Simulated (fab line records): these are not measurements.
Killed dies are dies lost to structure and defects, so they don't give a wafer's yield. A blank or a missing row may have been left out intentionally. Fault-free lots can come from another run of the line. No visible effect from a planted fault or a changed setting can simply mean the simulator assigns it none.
Matching of chambers	flow n5-finfet	3 sister chambers for N5_ZERO_LAYER_PECVD_02 on pecvd-04
The step deposits SiO2 from SiH4/N2O, target thk 10 nm, time 6 s. 3 wafers are shown with their chamber, then 7 later ones without.

WAFERS PAIRED WITH THEIR CHAMBERS
wafer	chamber	heater-power-w (W)
L077.3	1	739
L086.1	2	864
L086.3	0	830

WAFERS WHOSE CHAMBER IS MISSING
wafer	heater-power-w (W)
L086.4	838
L088.1	820
L088.4	779
L088.5	808
L092.2	939
L092.4	952
L092.5	760

WHICH CHAMBER EACH WENT THROUGH
wafer	from the rows above	in truth
L086.4	can't be placed: 0 or 2 or 1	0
L088.1	can't be placed: 0 or 2 or 1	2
L088.4	can't be placed: 1 or 0 or 2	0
L088.5	can't be placed: 0 or 2 or 1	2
L092.2	can't be placed: 2 or 0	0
L092.4	can't be placed: 2 or 0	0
L092.5	can't be placed: 1 or 0 or 2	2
Placed correctly: 0 of 7. From these rows, 7 cannot be placed; in 7 the true chamber is one of the candidates. Placed wrongly: 0.
How it was worked out, from the rows above alone: a wafer's distance from a chamber is the root of the sum, over the readings, of the square of ((its reading less the chamber's mean) divided by the reading's scatter). If the next closest chamber is less than 2 further off than the closest, the wafer can't be placed; otherwise it belongs to the closest. The mean given for a chamber averages the wafers shown for that chamber. The scatter: with one shown wafer a chamber, the root of the mean of the squares of how far each hidden wafer lies from its nearest shown one.
